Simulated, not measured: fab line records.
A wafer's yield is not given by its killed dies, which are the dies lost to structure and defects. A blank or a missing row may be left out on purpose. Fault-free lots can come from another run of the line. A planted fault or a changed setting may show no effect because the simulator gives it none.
A lot that was struck, set against a sound lot + flow n5_finfet + 38 steps out of a route of 1938
Sound: these wafers, L197.3, L197.4, L197.5. Struck: wafer L200.6 (L200.1, L200.5, from the same lot, were not struck and are left out); the cause is given at the end.
Each step with rows lists, per side, the tool, then ch with its chambers, then its first start. Under that, the readings that differ: sound wafers + struck wafers + difference of the means + sigmas: that difference in standard deviations of wafers without a fault.
alike: readings whose means differ by less than 2 such deviations, and words and numbers that are the same on both sides. not compared: withheld readings, readings that some wafer has no value for, bounds like >300 that may hide the same value, and numbers for which the record gives no deviation and whose values overlap.
Wherever a step has rows on one side only, a row that says differs or no value, or a row with sigmas, the two part there. Numbers that have no deviation but don't overlap get no sigmas and don't part them. A reading that every wafer of one side lacks parts them only if that side has two wafers or more.

first, 9 steps without rows for these wafers: N5_BEOL_M1_ANNEAL_95 (time 240 s); N5_BEOL_M1_SPUTTER_96 (material Cu, target thk 4.5 nm, time 8.29 s); N5_BEOL_M1_ECD_50 (material Cu, target thk 300 nm); N5_BEOL_M1_ANNEAL_51 (time 90 s); N5_BEOL_M1_CMP_52 (polishes, stops on SiOC, t overpolish 6.8 s, target thk 40 nm); N5_BEOL_M1_PRE_CLEAN_60 (time 15 s); N5_BEOL_M1_CO_CAP_55 (material Co, precursor CCTBA/H2, target thk 2 nm, time 102.1 s); N5_BEOL_M1_PRE_CLEAN_56 (time 15 s); N5_BEOL_M1_DEP_57 (deposits SiCN from 3MS/NH3, target thk 8 nm, time 14 s).
N5_BEOL_M2_ILD_DEP_00: deposits SiOC from DEMS/O2, target thk 79 nm, time 15.3 s.
  sound on pecvd-02 ch 0,1,2, day 9 01:47; struck on pecvd-02 ch 0, day 9 20:34
| reading                                      | sound        | struck | difference | sigmas |
|----------------------------------------------|--------------|--------|------------|--------|
| model.SiOC_of_BEOL_M2_ILD_DEP_00.thk_nm (nm) | 77.4 79.8 79 | 146    | +67        |        |
  alike: heater_power_w, showerhead_plenum_p_Torr, throttle_valve_pct
  not compared: since_wet_clean_h
N5_BEOL_M2_THK_MEAS_01:
  sound: film_metro-01 at day 9 01:50; struck: film_metro-01 at day 9 20:38
| reading         | sound          | struck | difference | sigmas |
|-----------------|----------------|--------|------------|--------|
| M2_ILD_THK (nm) | 77.4 79.7 79.0 | 145.9  | +67.2      | +71    |
then, 24 steps without rows for these wafers: N5_BEOL_M2_PECVD_72 (deposits SiO2 from TEOS/O2, target thk 16 nm, time 18 s); N5_BEOL_M2_HM_DEP_02 (deposits TiN, target thk 20 nm); N5_BEOL_M2_COAT_61 (time 60 s, resist thk 60 nm); N5_BEOL_M2_COAT_62 (time 60 s, resist thk 12 nm); N5_BEOL_M2_COAT_73 (time 60 s, resist thk 5 nm); N5_BEOL_M2_COAT_05 (resist thk 30 nm); N5_BEOL_M2_EBR_07; N5_BEOL_M2_SOFTBAKE_06 (time 60 s); N5_BEOL_M2_EXPOSE_08 (exposes mask M2); N5_BEOL_M2_PEB_09 (peb time 60 s); N5_BEOL_M2_DEVELOP_10 (develop time 30 s); N5_BEOL_M2_DESCUM_16 (chemistry O2, time 7 s); N5_BEOL_M2_ETCH_74 (etches underlayer in N2/H2, target depth 6.5 nm, time 5.2 s); N5_BEOL_M2_ETCH_63 (etches SiARC in CF4, target depth 15.6 nm, time 26 s); N5_BEOL_M2_ETCH_64 (etches SOC in N2/H2, target depth 75 nm, overetch 22.5 nm, time 121.9 s); N5_BEOL_M2_STRIP_65 (strips in N2/H2); N5_BEOL_M2_STRIP_75 (strips in N2/H2); N5_BEOL_M2_STRIP_66 (strips in CF4); N5_BEOL_M2_HM_OPEN_17 (chemistry Cl2/BCl3, target TiN, target depth 20 nm, overetch 6 nm); N5_BEOL_M2_STRIP_19 (strips in O2); N5_BEOL_M2_COAT_67 (time 60 s, resist thk 60 nm); N5_BEOL_M2_COAT_68 (time 60 s, resist thk 12 nm); N5_BEOL_M2_COAT_76 (time 60 s, resist thk 5 nm); N5_BEOL_M2_COAT_22 (resist thk 30 nm).
N5_BEOL_M2_CMP_52: polishes, stops on SiOC, t overpolish 6.8 s, target thk 40 nm.
  sound on cmp-01 ch 1,3, day 9 12:47; struck on cmp-02 ch 1, day 10 23:54
| reading                                      | sound        | struck | difference | sigmas |
|----------------------------------------------|--------------|--------|------------|--------|
| model.SiOC_of_BEOL_M2_ILD_DEP_00.thk_nm (nm) | 74.4 76.8 76 | 143    | +67        |        |
  alike: motor_current_A
  not compared: pad_life_wafers
N5_BEOL_M4_RC_MEAS_101:
  the record has rows for the sound wafers here (prober-02 ch 0, day 11 17:19) and none for the struck ones
-- a jump in the record: the struck wafers' starts before and after are 6 days apart (it breaks off in module BEOL_M4 and resumes in module PASSIVATION, where the first step shown is number 1936 of the route) --
N5_PASSIVATION_PROBE_49:
  sound: prober-02 at day 16 00:38; struck: prober-02 at day 16 21:47
| reading                  | sound          | struck | difference | sigmas      |
|--------------------------|----------------|--------|------------|-------------|
| defect_limited_yield (%) | 90.0 93.1 93.2 | 0      | -92        | -77         |
| killed_at_M0_to_M3       | 47 34 22       | 1118   | +1084      | +99         |
| killed_dies              | 118 82 80      | 1180   | +1087      | +72         |
| killed_on_rim            | 17 5 15        | 152    | +140       | +39         |
| sort_bin_5_function (%)  | 5.5 3.6 3.9    | 97.4   | +93.1      | +99 or more |
| sort_n_pass              | 1062 1098 1100 | 0      | -1087      | -72         |
| sort_yield_pct (%)       | 90.0 93.1 93.2 | 0      | -92        | -77         |
  alike: killed_at_M4_up, killed_at_contacts, killed_at_front_end, killed_at_other, killed_open, killed_short, sort_bin_6_memory

== WHERE THEY PART ==
Earliest at N5_BEOL_M2_THK_MEAS_01; latest, in this record, at N5_PASSIVATION_PROBE_49.

WHY: the cause the simulator had injected
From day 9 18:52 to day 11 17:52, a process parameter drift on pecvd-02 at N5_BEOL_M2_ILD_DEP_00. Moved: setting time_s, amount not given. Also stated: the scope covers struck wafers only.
